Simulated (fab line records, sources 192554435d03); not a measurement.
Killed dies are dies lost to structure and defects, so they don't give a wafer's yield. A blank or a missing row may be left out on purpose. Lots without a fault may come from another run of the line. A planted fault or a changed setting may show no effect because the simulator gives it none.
fab line records | flow n5_finfet
record lots=9 wafers=25 last_day=19
route steps=1938 shown FIN_SAQP@135 FIN_CUT@163 BEOL_M4@1111 PASSIVATION@1936
lots that met no fault: from a run of the same line without faults
start_h: hours from the record's first day to the start of the lot's first wafer shown | wait_h: hours since the lot's step before | " the same as in the row above | L1.1+2: a row that stands for several wafers | - no value, or no start given | * or withheld: withheld | < > ~ a bound
route shown NAME@n: a module of which the file shows steps, and the number in the route of the first | usual: mean/standard deviation of fault-free wafers | same: alike in all rows | chamber/n: place in a boat | sites: the reading at each site | _std_site: their standard deviation | _edge_site: outer sites' mean less inner sites' | radius_mm: how far each site lies from the wafer's centre | mask NAME#n: copy n | behind: the tool/chamber that last shaped the wafer | hold: why the lot was held/for how many hours/how that ended | device: the transistor (n, p or np) that didn't switch | end of line: the same wafers' tests at the end of the route | a step without rows: its recipe alone | killed: dies lost to structure and defects at the first sort, not the wafer's yield | map: a wafer's dies, x killed, . not, _ none there
set.NAME: the setting as run; set.NAME@STEP: as run at that earlier step | model.NAME: the simulator's own value behind a step, which no gauge read
steps of the route over a sample of lots; a table a step, a row a wafer
services: from which hour (start_h, from the record's first day; less than 0 if before it) a tool's chamber was out of use, for how many hours, and why
## steps
# step N5_FIN_SAQP_ETCH_67
# recipe chemistry=CH3F/O2 target=SiNx target_depth_a=300 mask_material=SOC pressure_mtorr=30 source_w=395 bias_w=73 Ar_flow_sccm=150 CH3F_flow_sccm=30 O2_flow_sccm=20 ion_energy_ev=120
# usual CH3F_flow_sccm=30.00/0.093 bias_w=73.00/0.21 drypump_motor_current_A=5.6/0.53 oes_product_au=0.77/0.079 rf_vpp_V=294/7.3 showerhead_plenum_p_Torr=2.04/0.045 throttle_valve_pct=16.4/0.31
# columns lot.wafer tool chamber start_h wait_h CH3F_flow_sccm bias_w drypump_motor_current_A oes_product_au rf_hours_counter_h rf_vpp_V showerhead_plenum_p_Torr throttle_valve_pct
L520.1 rie_diel-05 1 25.81 0.0 30.06 73.05 4.9 0.72 133 291 2.03 16.2
L520.5 " 0 " " 29.80 73.23 6.3 0.85 - 286 1.95 16.2
L520.6 " 3 " " 29.96 73.05 5.6 0.73 - 300 2.06 16.3
L526.3 rie_diel-05 3 61.45 0.0 29.93 72.96 5.6 0.72 197 300 2.06 16.3
L526.4 " 2 " " 30.06 73.28 6.0 0.91 17 282 1.97 16.1
L526.5 " 1 " " 30.03 73.16 4.9 0.72 - 290 2.03 16.2
L528.2 rie_diel-02 3 72.60 0.0 29.94 73.21 5.3 0.69 212 283 2.06 16.7
L528.3 " 0 " " 29.99 72.82 6.2 0.73 179 306 2.08 16.7
L528.6 " 3 " " 29.73 73.08 5.3 0.68 - 283 2.06 16.7
L533.1 rie_diel-02 1 102.64 0.0 30.04 73.09 5.7 0.80 107 298 2.02 16.6
L533.2 " 2 " " 30.07 72.85 5.1 0.73 167 294 2.08 16.5
L533.4 " 0 " " 30.03 73.04 6.2 0.72 191 306 2.08 16.8
L538.2 rie_diel-02 2 133.35 0.0 29.90 72.82 5.1 0.73 178 294 2.08 16.5
L538.4 " 0 " " 30.05 73.23 6.2 0.71 203 305 2.07 16.8
L538.6 " 3 " " 29.99 72.99 5.3 0.68 - 283 2.05 16.7
L540.2 rie_diel-02 0 146.42 0.0 30.07 72.88 6.1 0.70 208 304 2.07 16.8
L540.3 " 3 " " 29.92 73.32 5.3 0.67 239 284 2.05 16.7
L540.5 " 1 " " 30.11 72.95 5.8 0.78 - 297 2.02 16.6
L541.1 rie_diel-05 1 150.92 0.0 29.99 72.82 4.9 0.69 174 290 2.02 16.3
L541.4 " 0 " " 30.08 72.57 6.3 0.80 107 286 1.94 16.3
L542.1 rie_diel-06 1 156.58 0.0 30.17 73.35 6.5 0.84 68 298 2.03 15.9
L542.3 " 3 " " 29.94 72.98 4.8 0.89 25 302 1.95 15.8
L542.5 " 0 " " 29.91 72.90 5.3 0.75 - 286 2.08 16.6
L543.4 rie_diel-06 3 164.26 0.0 29.91 72.81 4.8 0.89 28 302 1.95 15.8
L543.5 " 3 " " 30.08 72.90 4.8 0.90 - 302 1.95 15.8
# step N5_FIN_SAQP_RECESS_71
# recipe chemistry=HF/NH3 target=SiO2 target_depth_a=30 afs_cycles=1 temp_c=30 sublimation_temp_c=180 sublimation_time_s=60
# usual drypump_motor_current_A=5.67/0.28 foreline_p_Torr=0.1281/0.00048
# columns lot.wafer tool chamber start_h wait_h drypump_motor_current_A foreline_p_Torr
L520.1 vapor_etch-01 0 25.91 0.0 5.78 0.1285
L520.5 " 0 " " 5.78 0.1278
L520.6 " 1 " " 5.80 0.1282
L526.3 vapor_etch-02 1 61.59 0.1 5.94 0.1284
L526.4 " 0 " " 5.26 0.1276
L526.5 " 0 " " 5.24 0.1272
L528.2 vapor_etch-01 0 72.70 0.0 5.77 0.1281
L528.3 " 1 " " 5.80 0.1280
L528.6 " 1 " " 5.79 0.1284
L533.1 vapor_etch-01 1 102.74 0.0 5.80 0.1282
L533.2 " 0 " " 5.76 0.1281
L533.4 " 0 " " 5.74 0.1280
L538.2 vapor_etch-01 0 133.45 0.0 5.77 0.1279
L538.4 " 1 " " 5.83 0.1287
L538.6 " 0 " " 5.78 0.1276
L540.2 vapor_etch-02 0 146.52 0.0 5.23 0.1277
L540.3 " 0 " " 5.26 0.1275
L540.5 " 0 " " 5.24 0.1282
L541.1 vapor_etch-02 1 151.02 0.0 5.96 0.1279
L541.4 " 1 " " 5.95 0.1273
L542.1 vapor_etch-02 1 156.68 0.0 5.94 0.1284
L542.3 " 0 " " 5.24 0.1283
L542.5 " 0 " " 5.25 0.1287
L543.4 vapor_etch-01 0 164.40 0.1 5.78 0.1271
L543.5 " 0 " " 5.73 0.1278
# step N5_FIN_SAQP_OCD_MEAS_76
# usual trench_depth_nm=119.2/2.2
# columns lot.wafer tool chamber start_h wait_h trench_depth_nm
L520.1 ocd-01 - 27.17 0.0 117.3
L520.5 " - " " 123.4
L520.6 " - " " 116.2
L526.3 ocd-01 - 63.02 0.0 118.6
L526.4 " - " " 118.6
L526.5 " - " " 119.3
L528.2 ocd-02 - 73.96 0.0 116.5
L528.3 " - " " 116.3
L528.6 " - " " 115.8
L533.1 ocd-02 - 104.16 0.0 122.3
L533.2 " - " " 120.0
L533.4 " - " " 117.5
L538.2 ocd-02 - 134.78 0.0 119.6
L538.4 " - " " 117.5
L538.6 " - " " 119.5
L540.2 ocd-02 - 147.74 0.0 123.9
L540.3 " - " " 115.7
L540.5 " - " " 118.0
L541.1 ocd-02 - 152.32 0.0 118.6
L541.4 " - " " 120.4
L542.1 ocd-01 - 157.98 0.0 123.9
L542.3 " - " " 118.5
L542.5 " - " " 116.7
L543.4 ocd-02 - 165.59 0.0 117.4
L543.5 " - " " 124.1
# step N5_FIN_SAQP_INSPECT_40
# recipe inspect_instrument=brightfield mode=aei
# usual raw_defect_count=241/82
# columns lot.wafer tool chamber start_h wait_h raw_defect_count
L520.1 defect_inspect-01 - 27.20 0.0 323
L520.5 " - " " 223
L520.6 " - " " 279
L526.3 defect_inspect-01 - 63.05 0.0 258
L526.4 " - " " 285
L526.5 " - " " 255
L528.2 defect_inspect-02 - 73.99 0.0 205
L528.3 " - " " 334
L528.6 " - " " 337
L533.1 defect_inspect-01 - 104.19 0.0 167
L533.2 " - " " 166
L533.4 " - " " 155
L538.2 defect_inspect-02 - 134.81 0.0 1119
L538.4 " - " " 1082
L538.6 " - " " 1130
L540.2 defect_inspect-02 - 147.77 0.0 1051
L540.3 " - " " 1031
L540.5 " - " " 1108
L541.1 defect_inspect-01 - 152.35 0.0 298
L541.4 " - " " 376
L542.1 defect_inspect-01 - 158.01 0.0 116
L542.3 " - " " 194
L542.5 " - " " 206
L543.4 defect_inspect-01 - 165.61 0.0 203
L543.5 " - " " 305
# step N5_FIN_CUT_CD_MEAS_08
# recipe target_cd_nm=29.1 landing_energy_ev=500 detector=se_inlens polarity=opening
# usual cd_nm=29.06/0.23
# columns lot.wafer tool chamber start_h wait_h cd_nm
L520.1 cd_sem-02 0 27.63 - 28.97
L520.5 " 0 " " 29.04
L520.6 " 0 " " 28.54
L526.3 cd_sem-02 0 63.35 - 28.84
L526.4 " 0 " " 28.96
L526.5 " 0 " " 29.21
L528.2 cd_sem-02 0 74.42 - 29.11
L528.3 " 0 " " 28.70
L528.6 " 0 " " 28.86
L533.1 cd_sem-02 0 104.49 - 28.99
L533.2 " 0 " " 29.15
L533.4 " 0 " " 28.97
L538.2 cd_sem-01 0 135.24 - 29.20
L538.4 " 0 " " 29.07
L538.6 " 0 " " 29.31
L540.2 cd_sem-02 0 148.08 - 29.03
L540.3 " 0 " " 29.02
L540.5 " 0 " " 29.02
L541.1 cd_sem-01 0 152.65 - 28.75
L541.4 " 0 " " 29.01
L542.1 cd_sem-02 0 158.44 - 28.92
L542.3 " 0 " " 28.82
L542.5 " 0 " " 29.11
L543.4 cd_sem-02 0 166.04 - 29.72
L543.5 " 0 " " 29.27
# step N5_FIN_CUT_INSPECT_10
# recipe mode=adi inspect_instrument=brightfield
# usual raw_defect_count=44/13
# columns lot.wafer tool chamber start_h wait_h raw_defect_count
L520.1 defect_inspect-02 - 27.72 0.1 42
L520.5 " - " " 42
L520.6 " - " " 37
L526.3 defect_inspect-02 - 63.44 0.0 50
L526.4 " - " " 47
L526.5 " - " " 47
L528.2 defect_inspect-02 - 74.51 0.0 46
L528.3 " - " " 60
L528.6 " - " " 55
L533.1 defect_inspect-02 - 104.58 0.1 35
L533.2 " - " " 47
L533.4 " - " " 37
L538.2 defect_inspect-01 - 135.33 0.0 952
L538.4 " - " " 925
L538.6 " - " " 968
L540.2 defect_inspect-01 - 148.17 0.0 909
L540.3 " - " " 915
L540.5 " - " " 988
L541.1 defect_inspect-02 - 152.74 0.1 42
L541.4 " - " " 60
L542.1 defect_inspect-01 - 158.53 0.1 30
L542.3 " - " " 55
L542.5 " - " " 38
L543.4 defect_inspect-01 - 166.13 0.0 31
L543.5 " - " " 70
# step N5_BEOL_M4_RC_MEAS_101
# usual DIBL_N=36.5/2.2 DIBL_P=36.9/2.9 IOFF_N=0.17/0.044 IOFF_P=0.22/0.052 ION_N=671/16 ION_P=461/10 SS_N=71.6/0.73 SS_P=73.5/0.79 VT_N=250/4.1 VT_P=-250/4.1
# columns lot.wafer tool chamber start_h wait_h DIBL_N[mV/V] DIBL_P[mV/V] IOFF_N[nA/um] IOFF_P[nA/um] ION_N[uA/um] ION_P[uA/um] SS_N[mV/dec] SS_P[mV/dec] VT_N[mV] VT_P[mV]
L520.1 prober-01 0 178.63 0.0 34.2 34.7 0.12 0.16 667 455 70.9 72.1 253 -255
L520.5 " 0 " " 35.1 37.1 0.13 0.19 674 463 71.0 72.9 252 -254
L520.6 " 0 " " 32.4 30.0 0.09 0.10 647 440 70.4 71.1 260 -262
L526.3 prober-01 0 213.08 0.3 37.5 38.7 0.20 0.24 692 466 72.0 74.6 246 -251
L526.4 " 0 " " 34.3 35.8 0.14 0.20 654 450 71.6 73.7 253 -252
L526.5 " 0 " " 36.0 36.9 0.16 0.20 671 457 72.1 73.9 251 -249
L528.2 prober-01 0 242.80 0.2 35.8 35.2 0.14 0.19 670 454 71.9 73.4 253 -253
L528.3 " 0 " " 37.1 38.6 0.16 0.24 652 453 72.5 73.8 248 -250
L528.6 " 0 " " 34.8 32.0 0.13 0.14 638 436 72.4 72.6 258 -258
L533.1 prober-02 0 265.89 0.2 35.8 35.7 0.16 0.19 689 471 71.6 73.1 247 -249
L533.2 " 0 " " 38.2 39.1 0.18 0.24 670 456 71.8 73.7 248 -249
L533.4 " 0 " " 36.5 37.2 0.17 0.22 680 466 71.3 73.1 249 -251
L538.2 prober-01 0 297.22 0.2 32.5 32.7 0.11 0.14 658 455 69.8 71.9 252 -255
L538.4 " 0 " " 40.5 41.8 0.22 0.26 677 461 72.3 75.3 247 -249
L538.6 " 0 " " 35.3 35.7 0.14 0.18 657 453 70.3 73.5 251 -253
L540.2 prober-02 0 315.73 0.2 35.1 34.2 0.16 0.24 682 478 71.1 72.9 251 -243
L540.3 " 0 " " 35.8 36.5 0.18 0.27 694 485 71.9 73.2 246 -243
L540.5 " 0 " " 40.6 41.2 0.31 0.38 707 487 72.5 74.8 241 -238
L542.1 prober-01 0 317.82 0.0 35.3 35.5 0.14 0.18 666 461 70.9 73.1 250 -252
L542.3 " 0 " " 38.1 38.7 0.18 0.23 674 463 71.7 74.3 247 -249
L542.5 " 0 " " 37.8 39.4 0.17 0.25 668 461 71.4 74.4 248 -252
L541.1 prober-02 0 318.22 0.0 38.1 37.4 0.16 0.24 648 447 71.6 74.0 252 -250
L541.4 " 0 " " 36.0 34.1 0.12 0.16 654 448 71.5 72.8 256 -254
L543.4 prober-01 0 340.80 0.5 40.2 42.9 0.23 0.29 669 456 72.3 74.7 248 -247
L543.5 " 0 " " 42.3 44.0 0.28 0.33 702 471 73.4 75.0 242 -243
# step N5_PASSIVATION_PROBE_49
# usual defect_limited_yield=91.3/1.4 killed_at_M0_to_M3=36/10 killed_at_M4_up=13/5.4 killed_at_contacts=12/5.3 killed_at_front_end=39/10 killed_at_other=3.2/2.7 killed_dies=103/16 killed_on_rim=13/4 killed_open=68/13 killed_short=33/6.6 sort_bin_4_leakage=0.01/0.031 sort_bin_5_function=5.1/0.92 sort_bin_6_memory=3.3/0.68 sort_bin_8_speed=0.1/0.41 sort_n_pass=1077/17 sort_yield_pct=91.2/1.4
# same gross_dies=1180 killed_at_back_side=0
# columns lot.wafer tool chamber start_h wait_h defect_limited_yield[%] killed_at_M0_to_M3 killed_at_M4_up killed_at_contacts killed_at_front_end killed_at_other killed_dies killed_on_rim killed_open killed_short sort_bin_4_leakage[%] sort_bin_5_function[%] sort_bin_6_memory[%] sort_bin_8_speed[%] sort_n_pass sort_yield_pct[%]
L538.2 prober-01 - 417.00 0.1 80.2 42 1 10 179 2 234 11 69 18 0 12.6 4.2 0 946 80.2
L538.4 prober-01 - 417.10 0.2 81.2 57 7 9 143 6 222 33 90 28 0 11.1 4.9 0 958 81.2
L538.6 prober-01 - 417.20 0.3 81.0 48 11 19 145 1 224 36 93 27 0 11.9 4.4 0 956 81.0
L540.2 prober-01 - 429.97 0.1 84.5 21 24 3 134 1 183 33 55 25 0 10.3 2.8 0 997 84.5
L540.3 prober-01 - 430.02 0.1 82.7 47 12 1 142 2 204 32 60 37 0 9.7 3.6 0 976 82.7
L540.5 prober-01 - 430.12 0.2 81.2 35 28 6 151 2 222 31 62 40 0 10.8 4.7 0 958 81.2
# killed by level:class
L538.2 FIN_SAQP:unspecified=143 BEOL_M3:geometric_particle:open=21 FIN_SAQP:geometric_particle:open=12 MOL_CONTACT_COAG:geometric_particle:open=9 DUMMY_GATE:geometric_particle:open=5 BEOL_M0_SAQP:geometric_particle:open=5 BEOL_M3:geometric_particle:short=5 FIN_SAQP:geometric_particle:short=4
L538.4 FIN_SAQP:unspecified=100 BEOL_M2:geometric_particle:open=20 FIN_SAQP:geometric_particle:open=16 BEOL_M3:geometric_particle:open=16 STI_FIN_REVEAL:geometric_particle:open=10 FIN_SAQP:geometric_particle:short=8 MOL_CONTACT_COAG:geometric_particle:open=7 BEOL_M0_SAQP:geometric_particle:open=5
L538.6 FIN_SAQP:unspecified=99 MOL_CONTACT_COAG:geometric_particle:open=17 FIN_SAQP:geometric_particle:open=14 STI_FIN_REVEAL:geometric_particle:open=12 BEOL_M2:geometric_particle:open=12 BEOL_M0_SAQP:geometric_particle:short=8 BEOL_M3:geometric_particle:open=7 BEOL_M0_SAQP:geometric_particle:open=6
L540.2 FIN_SAQP:unspecified=102 BEOL_M4:geometric_particle:open=13 STI_FIN_REVEAL:geometric_particle:open=10 BEOL_M0_SAQP:geometric_particle:short=7 FIN_SAQP:geometric_particle:open=6 BEOL_M5:geometric_particle:open=5 DUMMY_GATE:geometric_particle:open=4 BEOL_M0_SAQP:geometric_particle:open=4
L540.3 FIN_SAQP:unspecified=93 HKMG_FIN:area_etch=13 BEOL_M3:geometric_particle:open=12 BEOL_M1:geometric_particle:short=7 STI_FIN_REVEAL:geometric_particle:open=6 BEOL_M0_SAQP:geometric_particle:open=6 BEOL_M0_SAQP:geometric_particle:short=6 BEOL_M0:geometric_particle:open=5
L540.5 FIN_SAQP:unspecified=118 BEOL_M4:geometric_particle:open=14 BEOL_M2:geometric_particle:open=12 BEOL_M0_SAQP:geometric_particle:open=8 FIN_SAQP:geometric_particle:open=7 FIN_SAQP:geometric_particle:short=7 MOL_CONTACT_COAG:geometric_particle:open=4 BEOL_M0_SAQP:geometric_particle:short=4
## services
# columns tool chamber start_h hours kind
rie_diel-05 - 5.20 0.2 repair
vapor_etch-02 - 13.57 14.6 pm
rie_diel-02 3 24.79 6.3 repair
vapor_etch-01 0 32.22 18.8 repair
rie_diel-05 3 39.99 7.1 repair
rie_diel-02 3 42.32 4.4 repair
rie_diel-06 - 46.53 2.8 pm
rie_diel-06 3 61.57 - clean
rie_diel-06 3 61.57 - consumable_replace:focus_ring
rie_diel-06 3 61.57 14.3 scheduled_down
rie_diel-06 3 61.57 14.3 vent_cycle
vapor_etch-01 - 62.01 0.3 repair
rie_diel-06 3 89.22 5.0 repair
rie_diel-05 1 121.32 1.8 repair
rie_diel-06 2 144.60 - clean
rie_diel-06 2 144.60 - consumable_replace:focus_ring
rie_diel-06 2 144.60 14.3 scheduled_down
rie_diel-06 2 144.60 14.3 vent_cycle
## key
first_sign step=N5_FIN_SAQP_INSPECT_40 reading=raw_defect_count direction=up sigmas=10 usual=241 struck=1087
effect step=N5_FIN_CUT_INSPECT_10 reading=raw_defect_count direction=up sigmas=71 usual=44 struck=943
effect step=N5_PASSIVATION_PROBE_49 reading=killed_at_front_end direction=up sigmas=11 usual=39 struck=149
more_kills_born_at N5_FIN_SAQP_ETCH_67@rie_diel-02=655
met_at N5_FIN_SAQP_ETCH_67
struck_lots L538,L540
baseline_loss step=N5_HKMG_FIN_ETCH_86 wafers=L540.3
not_acting_at N5_FIN_SAQP_RECESS_71,N5_FIN_SAQP_OCD_MEAS_76,N5_FIN_CUT_CD_MEAS_08
onset_between 102.64 133.35
fault kind=chamber_particle_source tool=rie_diel-02 chamber=- onset_h=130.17 steps=N5_FIN_SAQP_ETCH_67 rate_per_visit_cm2=1.3844 end_h=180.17
# baseline_loss: these wafers lose ten dies or more at that step, a loss of the line's own and not of a fault; the sort's usual values leave them out
